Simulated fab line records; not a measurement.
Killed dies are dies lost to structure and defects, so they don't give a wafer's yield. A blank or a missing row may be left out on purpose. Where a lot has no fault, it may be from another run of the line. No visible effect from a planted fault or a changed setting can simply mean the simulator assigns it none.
fab line records / flow n5_finfet
record lots=7 wafers=21
route steps=1938 shown PASSIVATION@1930
start_h: hours from the record's first day to the start of the lot's first wafer shown / wait_h: hours elapsed since this lot's preceding step / " same as the row above / L1.1+2: several wafers, shown together as one row / - either no value or no given start / * or withheld: withheld / < > ~ a bound
route shown NAME@n: names a module that has steps shown in the file, with the first one's number in the route / usual: mean/standard deviation of fault-free wafers / same: alike in all rows / chamber/n: place in a boat / sites: each site's reading / _std_site: standard deviation across them / _edge_site: inner sites' mean taken away from outer sites' mean / radius_mm: for every site, how far away it sits from the centre of the wafer / mask NAME#n: copy n / behind: the tool/chamber that last shaped the wafer / hold: why the lot went on hold/how many hours it stayed there/how the hold came to an end / device: which transistor (n, p or np) failed to switch / end of line: tests of these same wafers at the route's end / for a step that has no rows: nothing shown but its recipe / killed: dies that structure and defects cost at the first sort, which is not the same as the wafer's yield / map: per-die view of a wafer (x killed, . not killed, _ where there is no die)
set.NAME: the setting the step ran with; set.NAME@STEP: the setting that earlier step ran with / model.NAME: the simulator's own value behind a step, which no gauge read
lots run with intentionally changed settings; tables by step, rows by wafer
## steps
# step N5_PASSIVATION_ETCH_54
# recipe chemistry=CHF3/O2 target=SiO2 target_depth_a=8800 CHF3_flow_sccm=50 O2_flow_sccm=5 Ar_flow_sccm=200 time_s=440 mask_material=PR pressure_mtorr=30 source_w=650 bias_w=170 ion_energy_ev=200
lot.wafer=L074.1+2 tool=rie_diel-05 chamber=0,1 start_h=269.18 wait_h=0.1 set.source_w=650
lot.wafer=L074.3 tool=rie_diel-05 chamber=3 start_h=269.18 wait_h=0.1 set.source_w=686.9
lot.wafer=L077.3 tool=rie_diel-06 chamber=0 start_h=292.09 wait_h=0.3 set.source_w=729.1
lot.wafer=L077.4+5 tool=rie_diel-06 chamber=3,0 start_h=292.09 wait_h=0.3 set.source_w=650
lot.wafer=L078.2+4 tool=rie_diel-06 chamber=3 start_h=301.21 wait_h=0.1 set.source_w=703.4
lot.wafer=L078.5 tool=rie_diel-06 chamber=1 start_h=301.21 wait_h=0.1 set.source_w=650
lot.wafer=L081.3+4+5 tool=rie_diel-01 chamber=1,0,3 start_h=318.19 wait_h=0.1 set.source_w=650
lot.wafer=L084.1+4+5 tool=rie_diel-06 chamber=2,1,0 start_h=335.54 wait_h=0.1 set.source_w=650
lot.wafer=L087.1+4 tool=rie_diel-05 chamber=0,1 start_h=363.58 wait_h=0.1 set.source_w=650
lot.wafer=L087.3 tool=rie_diel-05 chamber=2 start_h=363.58 wait_h=0.1 set.source_w=616.4
lot.wafer=L094.3+4+6 tool=rie_diel-06 chamber=1,0,2 start_h=423.01 wait_h=0.1 set.source_w=650
# step N5_PASSIVATION_STRIP_48
# recipe chemistry=O2 power_w=600 temp_c=60 pressure_mtorr=30 rf_frequency_hz=6e+07 bias_power_w=0 overash_fraction=0.5 o2_flow_sccm=225
# step N5_PASSIVATION_STRIP_52
# recipe chemistry=post_etch_residue_remover time_s=1200 temp_c=72.5
# step N5_PASSIVATION_SRD_72
# recipe dry=ipa_marangoni time_s=30 temp_c=23 rinse_liquid=diw
# step N5_PASSIVATION_ANNEAL_56
# recipe temp_c=400 time_s=1800 ambient=FGA idle_temp_c=300 ramp_up_c_per_min=5 ramp_down_c_per_min=3
# step N5_PASSIVATION_PROBE_49
# usual defect_limited_yield=90.9/1.5 killed_at_M0_to_M3=35/10 killed_at_M4_up=14/5.2 killed_at_contacts=13/7.3 killed_at_front_end=42/12 killed_at_other=3.4/2.5 killed_dies=108/18 killed_open=70/13 killed_short=35/8 sort_bin_5_function=5.4/1 sort_bin_6_memory=3.4/0.71 sort_bin_8_speed=0.00/0.0099 sort_n_pass=1072/18 sort_yield_pct=90.9/1.5
# same gross_dies=1180 killed_at_back_side=0 sort_bin_4_leakage[%]=0
lot.wafer=L074.1 tool=prober-02 chamber=- start_h=273.68 wait_h=0.0 set.time_s@PASSIVATION_PASS_ETCH_47=356.5 defect_limited_yield[%]=92.5 killed_at_M0_to_M3=25 killed_at_M4_up=18 killed_at_contacts=11 killed_at_front_end=28 killed_at_other=7 killed_dies=89 killed_open=49 killed_short=32 sort_bin_5_function[%]=3.9 sort_bin_6_memory[%]=3.3 sort_bin_8_speed[%]=0 sort_n_pass=1091 sort_yield_pct[%]=92.5
lot.wafer=L074.2 tool=prober-02 chamber=- start_h=273.73 wait_h=0.1 set.time_s@PASSIVATION_PASS_ETCH_47=385 defect_limited_yield[%]=93.1 killed_at_M0_to_M3=21 killed_at_M4_up=16 killed_at_contacts=9 killed_at_front_end=33 killed_at_other=2 killed_dies=81 killed_open=58 killed_short=21 sort_bin_5_function[%]=4.2 sort_bin_6_memory[%]=2.6 sort_bin_8_speed[%]=0 sort_n_pass=1099 sort_yield_pct[%]=93.1
lot.wafer=L074.3 tool=prober-02 chamber=- start_h=273.78 wait_h=0.1 set.time_s@PASSIVATION_PASS_ETCH_47=356.5 defect_limited_yield[%]=92.6 killed_at_M0_to_M3=18 killed_at_M4_up=16 killed_at_contacts=14 killed_at_front_end=33 killed_at_other=6 killed_dies=87 killed_open=57 killed_short=26 sort_bin_5_function[%]=5.1 sort_bin_6_memory[%]=1.9 sort_bin_8_speed[%]=0 sort_n_pass=1093 sort_yield_pct[%]=92.6
lot.wafer=L077.3 tool=prober-02 chamber=- start_h=295.08 wait_h=0.1 set.time_s@PASSIVATION_PASS_ETCH_47=421.1 defect_limited_yield[%]=91.8 killed_at_M0_to_M3=36 killed_at_M4_up=10 killed_at_contacts=7 killed_at_front_end=39 killed_at_other=5 killed_dies=97 killed_open=56 killed_short=33 sort_bin_5_function[%]=4.7 sort_bin_6_memory[%]=3.2 sort_bin_8_speed[%]=0 sort_n_pass=1083 sort_yield_pct[%]=91.8
lot.wafer=L077.4 tool=prober-02 chamber=- start_h=295.13 wait_h=0.2 set.time_s@PASSIVATION_PASS_ETCH_47=421.1 defect_limited_yield[%]=92.6 killed_at_M0_to_M3=29 killed_at_M4_up=20 killed_at_contacts=2 killed_at_front_end=36 killed_at_other=0 killed_dies=87 killed_open=63 killed_short=16 sort_bin_5_function[%]=4.6 sort_bin_6_memory[%]=2.6 sort_bin_8_speed[%]=0 sort_n_pass=1093 sort_yield_pct[%]=92.6
lot.wafer=L077.5 tool=prober-02 chamber=- start_h=295.18 wait_h=0.2 set.time_s@PASSIVATION_PASS_ETCH_47=421.1 defect_limited_yield[%]=90.8 killed_at_M0_to_M3=47 killed_at_M4_up=19 killed_at_contacts=5 killed_at_front_end=34 killed_at_other=3 killed_dies=108 killed_open=73 killed_short=31 sort_bin_5_function[%]=5.0 sort_bin_6_memory[%]=3.8 sort_bin_8_speed[%]=0 sort_n_pass=1072 sort_yield_pct[%]=90.8
lot.wafer=L078.2 tool=prober-01 chamber=- start_h=304.04 wait_h=0.1 set.time_s@PASSIVATION_PASS_ETCH_47=305.1 defect_limited_yield[%]=0.3 killed_at_M0_to_M3=25 killed_at_M4_up=6 killed_at_contacts=4 killed_at_front_end=37 killed_at_other=1105 killed_dies=1177 killed_open=51 killed_short=23 sort_bin_5_function[%]=97.1 sort_bin_6_memory[%]=2.3 sort_bin_8_speed[%]=0 sort_n_pass=3 sort_yield_pct[%]=0.3
lot.wafer=L078.4 tool=prober-01 chamber=- start_h=304.14 wait_h=0.2 set.time_s@PASSIVATION_PASS_ETCH_47=305.1 defect_limited_yield[%]=0.3 killed_at_M0_to_M3=17 killed_at_M4_up=8 killed_at_contacts=32 killed_at_front_end=41 killed_at_other=1079 killed_dies=1177 killed_open=70 killed_short=32 sort_bin_5_function[%]=96.9 sort_bin_6_memory[%]=2.7 sort_bin_8_speed[%]=0 sort_n_pass=3 sort_yield_pct[%]=0.3
lot.wafer=L078.5 tool=prober-01 chamber=- start_h=304.19 wait_h=0.2 set.time_s@PASSIVATION_PASS_ETCH_47=385 defect_limited_yield[%]=78.6 killed_at_M0_to_M3=31 killed_at_M4_up=10 killed_at_contacts=20 killed_at_front_end=188 killed_at_other=4 killed_dies=253 killed_open=66 killed_short=39 sort_bin_5_function[%]=17.4 sort_bin_6_memory[%]=3.5 sort_bin_8_speed[%]=0 sort_n_pass=927 sort_yield_pct[%]=78.6
lot.wafer=L081.3 tool=prober-02 chamber=- start_h=321.07 wait_h=0.1 set.time_s@PASSIVATION_PASS_ETCH_47=385 defect_limited_yield[%]=91.7 killed_at_M0_to_M3=31 killed_at_M4_up=13 killed_at_contacts=6 killed_at_front_end=48 killed_at_other=0 killed_dies=98 killed_open=67 killed_short=26 sort_bin_5_function[%]=5.4 sort_bin_6_memory[%]=2.7 sort_bin_8_speed[%]=0 sort_n_pass=1082 sort_yield_pct[%]=91.7
lot.wafer=L081.4 tool=prober-02 chamber=- start_h=321.12 wait_h=0.2 set.time_s@PASSIVATION_PASS_ETCH_47=432.6 defect_limited_yield[%]=90.3 killed_at_M0_to_M3=46 killed_at_M4_up=12 killed_at_contacts=18 killed_at_front_end=38 killed_at_other=0 killed_dies=114 killed_open=75 killed_short=35 sort_bin_5_function[%]=5.8 sort_bin_6_memory[%]=3.4 sort_bin_8_speed[%]=0 sort_n_pass=1066 sort_yield_pct[%]=90.3
lot.wafer=L081.5 tool=prober-02 chamber=- start_h=321.17 wait_h=0.2 set.time_s@PASSIVATION_PASS_ETCH_47=385 defect_limited_yield[%]=93.1 killed_at_M0_to_M3=44 killed_at_M4_up=14 killed_at_contacts=4 killed_at_front_end=18 killed_at_other=2 killed_dies=82 killed_open=55 killed_short=27 sort_bin_5_function[%]=4.1 sort_bin_6_memory[%]=2.8 sort_bin_8_speed[%]=0 sort_n_pass=1098 sort_yield_pct[%]=93.1
lot.wafer=L084.1 tool=prober-01 chamber=- start_h=338.34 wait_h=0.0 set.time_s@PASSIVATION_PASS_ETCH_47=385 defect_limited_yield[%]=89.5 killed_at_M0_to_M3=47 killed_at_M4_up=23 killed_at_contacts=16 killed_at_front_end=32 killed_at_other=6 killed_dies=124 killed_open=88 killed_short=36 sort_bin_5_function[%]=6.4 sort_bin_6_memory[%]=3.7 sort_bin_8_speed[%]=0 sort_n_pass=1056 sort_yield_pct[%]=89.5
lot.wafer=L084.4 tool=prober-01 chamber=- start_h=338.49 wait_h=0.2 set.time_s@PASSIVATION_PASS_ETCH_47=385 defect_limited_yield[%]=88.6 killed_at_M0_to_M3=44 killed_at_M4_up=13 killed_at_contacts=6 killed_at_front_end=69 killed_at_other=3 killed_dies=135 killed_open=90 killed_short=44 sort_bin_5_function[%]=7.4 sort_bin_6_memory[%]=3.9 sort_bin_8_speed[%]=0 sort_n_pass=1045 sort_yield_pct[%]=88.6
lot.wafer=L084.5 tool=prober-01 chamber=- start_h=338.54 wait_h=0.2 set.time_s@PASSIVATION_PASS_ETCH_47=385 defect_limited_yield[%]=88.1 killed_at_M0_to_M3=39 killed_at_M4_up=25 killed_at_contacts=18 killed_at_front_end=58 killed_at_other=0 killed_dies=140 killed_open=101 killed_short=38 sort_bin_5_function[%]=7.2 sort_bin_6_memory[%]=4.5 sort_bin_8_speed[%]=0 sort_n_pass=1040 sort_yield_pct[%]=88.1
lot.wafer=L087.1 tool=prober-01 chamber=- start_h=366.35 wait_h=0.0 set.time_s@PASSIVATION_PASS_ETCH_47=385 defect_limited_yield[%]=89.8 killed_at_M0_to_M3=32 killed_at_M4_up=16 killed_at_contacts=17 killed_at_front_end=55 killed_at_other=0 killed_dies=120 killed_open=74 killed_short=41 sort_bin_5_function[%]=6.4 sort_bin_6_memory[%]=3.1 sort_bin_8_speed[%]=0 sort_n_pass=1060 sort_yield_pct[%]=89.8
lot.wafer=L087.3 tool=prober-01 chamber=- start_h=366.45 wait_h=0.1 set.time_s@PASSIVATION_PASS_ETCH_47=385 defect_limited_yield[%]=89.7 killed_at_M0_to_M3=26 killed_at_M4_up=11 killed_at_contacts=8 killed_at_front_end=72 killed_at_other=4 killed_dies=121 killed_open=81 killed_short=38 sort_bin_5_function[%]=6.0 sort_bin_6_memory[%]=4.0 sort_bin_8_speed[%]=0 sort_n_pass=1059 sort_yield_pct[%]=89.7
lot.wafer=L087.4 tool=prober-01 chamber=- start_h=366.50 wait_h=0.2 set.time_s@PASSIVATION_PASS_ETCH_47=385 defect_limited_yield[%]=90.8 killed_at_M0_to_M3=13 killed_at_M4_up=9 killed_at_contacts=30 killed_at_front_end=53 killed_at_other=4 killed_dies=109 killed_open=69 killed_short=38 sort_bin_5_function[%]=5.1 sort_bin_6_memory[%]=3.8 sort_bin_8_speed[%]=0.08 sort_n_pass=1071 sort_yield_pct[%]=90.8
lot.wafer=L094.3 tool=prober-01 chamber=- start_h=425.91 wait_h=0.1 set.time_s@PASSIVATION_PASS_ETCH_47=307 defect_limited_yield[%]=13.5 killed_at_M0_to_M3=55 killed_at_M4_up=18 killed_at_contacts=9 killed_at_front_end=57 killed_at_other=882 killed_dies=1021 killed_open=103 killed_short=34 sort_bin_5_function[%]=82.3 sort_bin_6_memory[%]=3.9 sort_bin_8_speed[%]=0 sort_n_pass=159 sort_yield_pct[%]=13.5
lot.wafer=L094.4 tool=prober-01 chamber=- start_h=425.96 wait_h=0.2 set.time_s@PASSIVATION_PASS_ETCH_47=385 defect_limited_yield[%]=89.7 killed_at_M0_to_M3=30 killed_at_M4_up=15 killed_at_contacts=16 killed_at_front_end=57 killed_at_other=3 killed_dies=121 killed_open=78 killed_short=39 sort_bin_5_function[%]=5.8 sort_bin_6_memory[%]=4.3 sort_bin_8_speed[%]=0 sort_n_pass=1059 sort_yield_pct[%]=89.7
lot.wafer=L094.6 tool=prober-01 chamber=- start_h=426.06 wait_h=0.3 set.time_s@PASSIVATION_PASS_ETCH_47=385 defect_limited_yield[%]=87.5 killed_at_M0_to_M3=38 killed_at_M4_up=18 killed_at_contacts=12 killed_at_front_end=78 killed_at_other=1 killed_dies=147 killed_open=90 killed_short=55 sort_bin_5_function[%]=7.5 sort_bin_6_memory[%]=4.7 sort_bin_8_speed[%]=0 sort_n_pass=1033 sort_yield_pct[%]=87.5
# killed by level:class
L074.1 MOL_CONTACT_COAG:geometric_particle:open=7 BEOL_M3:geometric_particle:open=7 FIN_SAQP:geometric_particle:short=6 BEOL_M0_SAQP:geometric_particle:short=6 BEOL_M11:area_etch=6 BEOL_M1:geometric_particle:open=5 STI_FIN_REVEAL:geometric_particle:open=4 ILD0:geometric_particle:open=4
L074.2 BEOL_M4:geometric_particle:open=12 MOL_CONTACT_COAG:geometric_particle:open=9 FIN_SAQP:geometric_particle:short=7 FIN_SAQP:geometric_particle:open=7 BEOL_M3:geometric_particle:open=6 GATE_CUT:geometric_particle:short=5 BEOL_M0_SAQP:geometric_particle:open=4 STI_FIN_REVEAL:geometric_particle:open=3
L074.3 MOL_CONTACT_COAG:geometric_particle:open=14 BEOL_M4:geometric_particle:open=13 GATE_CUT:geometric_particle:short=7 FIN_SAQP:geometric_particle:open=6 FIN_SAQP:geometric_particle:short=5 BEOL_M0_SAQP:geometric_particle:open=4 BEOL_M0_SAQP:geometric_particle:short=4 ILD0:geometric_particle:short=3
L077.3 FIN_SAQP:geometric_particle:open=17 BEOL_M0_SAQP:geometric_particle:short=11 FIN_SAQP:geometric_particle:short=7 MOL_CONTACT_COAG:geometric_particle:open=6 BEOL_M2:geometric_particle:open=6 BEOL_M3:geometric_particle:open=5 BEOL_M4:geometric_particle:open=5 BEOL_M1:geometric_particle:open=4
L077.4 FIN_SAQP:geometric_particle:open=11 BEOL_M0_SAQP:geometric_particle:open=10 BEOL_M4:geometric_particle:open=8 STI_FIN_REVEAL:geometric_particle:open=5 BEOL_M2:geometric_particle:open=5 STARTING-WAFER:geometric_particle:open=5 FIN_SAQP:geometric_particle:short=4 DUMMY_GATE:geometric_particle:open=4
L077.5 BEOL_M0_SAQP:geometric_particle:open=14 BEOL_M0_SAQP:geometric_particle:short=13 BEOL_M4:geometric_particle:open=10 FIN_SAQP:geometric_particle:open=7 BEOL_M2:geometric_particle:open=7 BEOL_M1:geometric_particle:open=5 MOL_CONTACT_COAG:geometric_particle:open=5 FIN_SAQP:geometric_particle:short=4
L078.2 PASSIVATION:area_etch=1103 FIN_SAQP:geometric_particle:short=9 FIN_SAQP:geometric_particle:open=8 BEOL_M3:geometric_particle:open=6 BEOL_M0_SAQP:geometric_particle:open=6 BEOL_M2:geometric_particle:open=5 MOL_CONTACT_COAG:geometric_particle:open=4 DUMMY_GATE:geometric_particle:open=3
L078.4 PASSIVATION:area_etch=1075 MOL_CONTACT_COAG:geometric_particle:open=26 FIN_SAQP:geometric_particle:short=12 FIN_SAQP:geometric_particle:open=12 MOL_CONTACT_COAG:geometric_particle:short=6 BEOL_M0_SAQP:geometric_particle:open=5 BEOL_M0_SAQP:geometric_particle:short=5 BEOL_M3:geometric_particle:open=4
L078.5 FIN_CUT:area_etch=145 MOL_CONTACT_COAG:geometric_particle:open=16 FIN_SAQP:geometric_particle:open=11 FIN_SAQP:geometric_particle:short=8 STI_FIN_REVEAL:geometric_particle:open=7 BEOL_M0:geometric_particle:open=7 BEOL_M0_SAQP:geometric_particle:open=5 BEOL_M0_SAQP:geometric_particle:short=5
L081.3 GATE_CUT:geometric_particle:short=11 FIN_SAQP:geometric_particle:open=10 BEOL_M2:geometric_particle:open=10 BEOL_M0_SAQP:geometric_particle:open=6 STI_FIN_REVEAL:geometric_particle:open=5 MOL_CONTACT_COAG:geometric_particle:open=5 ILD0:geometric_particle:open=4 GATE_CUT:geometric_particle:open=4
L081.4 BEOL_M0_SAQP:geometric_particle:short=15 MOL_CONTACT_COAG:geometric_particle:open=14 BEOL_M2:geometric_particle:open=9 BEOL_M0_SAQP:geometric_particle:open=8 DUMMY_GATE:geometric_particle:open=7 BEOL_M3:geometric_particle:open=6 BEOL_M4:geometric_particle:open=5 STARTING-WAFER:geometric_particle:short=5
L081.5 BEOL_M4:geometric_particle:open=9 BEOL_M0_SAQP:geometric_particle:short=8 BEOL_M0_SAQP:geometric_particle:open=8 BEOL_M0:geometric_particle:open=7 BEOL_M1:geometric_particle:open=6 BEOL_M3:geometric_particle:short=5 FIN_SAQP:geometric_particle:open=4 GATE_CUT:geometric_particle:short=4
L084.1 FIN_SAQP:geometric_particle:open=13 MOL_CONTACT_COAG:geometric_particle:open=13 BEOL_M2:geometric_particle:short=9 BEOL_M5:geometric_particle:open=8 BEOL_M0_SAQP:geometric_particle:open=8 BEOL_M2:geometric_particle:open=8 BEOL_M1:geometric_particle:open=7 BEOL_M0_SAQP:geometric_particle:short=7
L084.4 FIN_SAQP:geometric_particle:open=20 FIN_SAQP:geometric_particle:short=16 STI_FIN_REVEAL:geometric_particle:open=16 BEOL_M2:geometric_particle:open=13 BEOL_M3:geometric_particle:open=7 BEOL_M1:geometric_particle:open=6 BEOL_M0_SAQP:geometric_particle:open=5 MOL_CONTACT_COAG:geometric_particle:open=5
L084.5 FIN_SAQP:geometric_particle:open=23 FIN_SAQP:geometric_particle:short=15 BEOL_M4:geometric_particle:open=14 MOL_CONTACT_COAG:geometric_particle:open=14 BEOL_M2:geometric_particle:open=9 BEOL_M3:geometric_particle:open=9 BEOL_M0_SAQP:geometric_particle:short=8 STI_FIN_REVEAL:geometric_particle:open=7
L087.1 FIN_SAQP:geometric_particle:short=23 FIN_SAQP:geometric_particle:open=15 MOL_CONTACT_COAG:geometric_particle:open=12 BEOL_M2:geometric_particle:open=12 BEOL_M3:geometric_particle:open=7 BEOL_M8:geometric_particle:open=5 BEOL_M0_SAQP:geometric_particle:open=5 DUMMY_GATE:geometric_particle:open=4
L087.3 STI_FIN_REVEAL:geometric_particle:open=23 FIN_SAQP:geometric_particle:short=12 DUMMY_GATE:geometric_particle:open=11 FIN_SAQP:geometric_particle:open=7 MOL_CONTACT_COAG:geometric_particle:open=7 BEOL_M2:geometric_particle:open=5 BEOL_M0_SAQP:geometric_particle:open=4 BEOL_M0_SAQP:geometric_particle:short=4
L087.4 MOL_CONTACT_COAG:geometric_particle:open=27 FIN_SAQP:geometric_particle:short=12 STI_FIN_REVEAL:geometric_particle:open=11 FIN_SAQP:geometric_particle:open=9 BEOL_M0_SAQP:geometric_particle:short=5 STI_FIN_REVEAL:geometric_particle:short=4 STARTING-WAFER:geometric_particle:open=4 MOL_CONTACT_COAG:geometric_particle:short=3
L094.3 PASSIVATION:area_etch=881 BEOL_M2:geometric_particle:open=20 STI_FIN_REVEAL:geometric_particle:open=18 FIN_SAQP:geometric_particle:open=10 BEOL_M4:geometric_particle:open=10 BEOL_M0:geometric_particle:open=7 MOL_CONTACT_COAG:geometric_particle:open=7 BEOL_M3:geometric_particle:open=6
L094.4 STI_FIN_REVEAL:geometric_particle:open=24 MOL_CONTACT_COAG:geometric_particle:open=12 BEOL_M0_SAQP:geometric_particle:short=8 STI_FIN_REVEAL:geometric_particle:short=7 DUMMY_GATE:geometric_particle:open=7 BEOL_M4:geometric_particle:open=6 BEOL_M0_SAQP:geometric_particle:open=5 BEOL_M1:geometric_particle:open=5
L094.6 STI_FIN_REVEAL:geometric_particle:open=20 FIN_SAQP:geometric_particle:open=14 GATE_CUT:geometric_particle:short=14 BEOL_M2:geometric_particle:open=9 BEOL_M4:geometric_particle:open=9 FIN_SAQP:geometric_particle:short=8 MOL_CONTACT_COAG:geometric_particle:open=8 BEOL_M0_SAQP:geometric_particle:short=7
## key
split step=N5_PASSIVATION_ETCH_54 setting=source_w stated=650 by=wafer
response none clear
split outside_this_file step=N5_PASSIVATION_PASS_ETCH_47 setting=time_s
# split outside_this_file: this setting was split too, and the file shows its column; the key of that split is in another file
